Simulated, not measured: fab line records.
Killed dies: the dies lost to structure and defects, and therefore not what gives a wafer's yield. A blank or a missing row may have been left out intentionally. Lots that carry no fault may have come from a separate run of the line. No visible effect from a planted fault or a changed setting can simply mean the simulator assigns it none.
Matching of chambers :: flow nand harc :: NHARC_P_BONDPAD_ETCH_37 on rie diel-01: 4 sister chambers
The step etches the open film in N2/H2, target depth 60 nm, overetch 18 nm, time 65.91 s. 14 wafers are shown with their chamber, then 7 later ones without.

== EACH WAFER AND ITS CHAMBER ==
wafer: L774.1
chamber: 1
showerhead plenum p Torr (Torr): 2.18
drypump motor current A (A): 6.1
rf vpp V (V): 433.7

wafer: L774.3
chamber: 3
showerhead plenum p Torr (Torr): 2.17
drypump motor current A (A): 5.4
rf vpp V (V): 432.8

wafer: L774.6
chamber: 1
showerhead plenum p Torr (Torr): 2.18
drypump motor current A (A): 6.1
rf vpp V (V): 434.4

wafer: L773.1
chamber: 2
showerhead plenum p Torr (Torr): 1.93
drypump motor current A (A): 5.2
rf vpp V (V): 427.5

wafer: L773.5
chamber: 3
showerhead plenum p Torr (Torr): 2.17
drypump motor current A (A): 5.4
rf vpp V (V): 433.7

wafer: L773.6
chamber: 2
showerhead plenum p Torr (Torr): 1.93
drypump motor current A (A): 5.2
rf vpp V (V): 428.3

wafer: L776.2
chamber: 1
showerhead plenum p Torr (Torr): 2.18
drypump motor current A (A): 6.1
rf vpp V (V): 434.4

wafer: L776.3
chamber: 3
showerhead plenum p Torr (Torr): 2.17
drypump motor current A (A): 5.5
rf vpp V (V): 433.9

wafer: L776.4
chamber: 2
showerhead plenum p Torr (Torr): 1.93
drypump motor current A (A): 5.1
rf vpp V (V): 427.2

wafer: L784.2
chamber: 1
showerhead plenum p Torr (Torr): 2.18
drypump motor current A (A): 6.1
rf vpp V (V): 434.4

wafer: L784.5
chamber: 0
showerhead plenum p Torr (Torr): 2.01
drypump motor current A (A): 5.9
rf vpp V (V): 430.6

wafer: L784.6
chamber: 1
showerhead plenum p Torr (Torr): 2.18
drypump motor current A (A): 6.1
rf vpp V (V): 433.3

wafer: L785.3
chamber: 2
showerhead plenum p Torr (Torr): 1.93
drypump motor current A (A): 5.2
rf vpp V (V): 428.4

wafer: L785.4
chamber: 0
showerhead plenum p Torr (Torr): 2.00
drypump motor current A (A): 6.0
rf vpp V (V): 429.4

SIGNATURES (means of the wafers above)
reading: showerhead plenum p Torr
chamber 0: 2.0050
chamber 1: 2.1800
chamber 2: 1.9300
chamber 3: 2.1700
scatter within a chamber: 0.00224

reading: drypump motor current A
chamber 0: 5.950
chamber 1: 6.100
chamber 2: 5.175
chamber 3: 5.433
scatter within a chamber: 0.0438

reading: rf vpp V
chamber 0: 430.000
chamber 1: 434.040
chamber 2: 427.850
chamber 3: 433.467
scatter within a chamber: 0.592
Rule: for each reading, subtract the chamber's mean from the wafer's reading, divide by that reading's scatter and square the result; add these up over the readings and take the root, which gives the wafer's distance from the chamber. The wafer belongs to the nearest chamber; if the next one is less than 2 further off, it can't be placed. The scatter is the square root of a quotient: the sum, over the shown wafers, of each reading's squared deviation from its chamber's mean, divided by wafers minus chambers.

== WAFERS WITHOUT THEIR CHAMBER ==
wafer: L785.6
showerhead plenum p Torr (Torr): 2.18
drypump motor current A (A): 6.1
rf vpp V (V): 435.5

wafer: L786.2
showerhead plenum p Torr (Torr): 2.18
drypump motor current A (A): 6.1
rf vpp V (V): 433.4

wafer: L786.3
showerhead plenum p Torr (Torr): 2.01
drypump motor current A (A): 5.9
rf vpp V (V): 429.1

wafer: L786.5
showerhead plenum p Torr (Torr): 2.01
drypump motor current A (A): 5.9
rf vpp V (V): 430.5

wafer: L787.1
showerhead plenum p Torr (Torr): 1.93
drypump motor current A (A): 5.2
rf vpp V (V): 428.7

wafer: L787.5
showerhead plenum p Torr (Torr): 2.01
drypump motor current A (A): 5.9
rf vpp V (V): 429.0

wafer: L787.6
showerhead plenum p Torr (Torr): 2.18
drypump motor current A (A): 6.1
rf vpp V (V): 433.8

== CHAMBER TAKEN BY EACH ==
wafer: L785.6
from the rows above: 1
in truth: 1

wafer: L786.2
from the rows above: 1
in truth: 1

wafer: L786.3
from the rows above: 0
in truth: 0

wafer: L786.5
from the rows above: 0
in truth: 0

wafer: L787.1
from the rows above: 2
in truth: 2

wafer: L787.5
from the rows above: 0
in truth: 0

wafer: L787.6
from the rows above: 1
in truth: 1
7 of 7 placed correctly. Not placeable from these rows: 0. Number placed wrongly: 0.
